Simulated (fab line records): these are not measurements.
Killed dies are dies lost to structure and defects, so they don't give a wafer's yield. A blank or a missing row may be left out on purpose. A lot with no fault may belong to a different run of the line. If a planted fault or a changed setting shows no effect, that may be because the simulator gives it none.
Chamber matching    flow n5 finfet    3 sister chambers for N5_BEOL_M0_PRE_CLEAN_131 on cvd co-01
The step time 15 s. 30 wafers are shown with their chamber, then 12 later ones without.

WAFERS WITH THEIR CHAMBER
wafer   chamber  heater power w (W)
L074.1  0        66
L074.4  0        66
L074.6  2        66
L075.2  2        64
L075.3  2        65
L075.6  2        68
L076.1  0        64
L076.3  2        65
L076.6  0        68
L077.2  1        74
L077.4  2        64
L077.6  1        76
L079.1  0        68
L079.5  1        74
L079.6  2        65
L080.1  0        66
L080.3  1        73
L080.5  1        74
L081.1  2        66
L081.2  0        66
L081.4  2        66
L082.2  2        65
L082.3  0        65
L082.4  0        67
L086.1  2        65
L086.3  0        66
L086.6  1        75
L088.1  0        65
L088.4  2        64
L088.5  0        67

SIGNATURES (means of the wafers above)
reading         chamber 0  chamber 1  chamber 2  scatter within a chamber
heater power w  66.17      74.33      65.25      1.14
Rule: a wafer's distance from a chamber is the root of the sum, over the readings, of the square of ((its reading less the chamber's mean) divided by the reading's scatter). If the next closest chamber is less than 2 further off than the closest, the wafer can't be placed; otherwise it belongs to the closest. The scatter is the square root of a quotient: the sum, over the shown wafers, of each reading's squared deviation from its chamber's mean, divided by wafers minus chambers.

WAFERS WITH NO CHAMBER GIVEN
wafer   heater power w (W)
L089.1  66
L089.4  64
L089.6  74
L092.1  67
L092.2  75
L092.5  66
L094.2  75
L094.3  66
L094.6  75
L096.4  72
L096.5  68
L096.6  65

THE CHAMBER EACH PASSED THROUGH
wafer   from the rows above      in truth
L089.1  can't be placed: 0 or 2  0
L089.4  can't be placed: 2 or 0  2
L089.6  1                        1
L092.1  can't be placed: 0 or 2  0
L092.2  1                        1
L092.5  can't be placed: 0 or 2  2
L094.2  1                        1
L094.3  can't be placed: 0 or 2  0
L094.6  1                        1
L096.4  1                        1
L096.5  can't be placed: 0 or 2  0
L096.6  can't be placed: 2 or 0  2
Correctly placed: 5 of 12. From these rows, 7 cannot be placed; in 7 the true chamber is one of the candidates. Wrongly placed: 0.
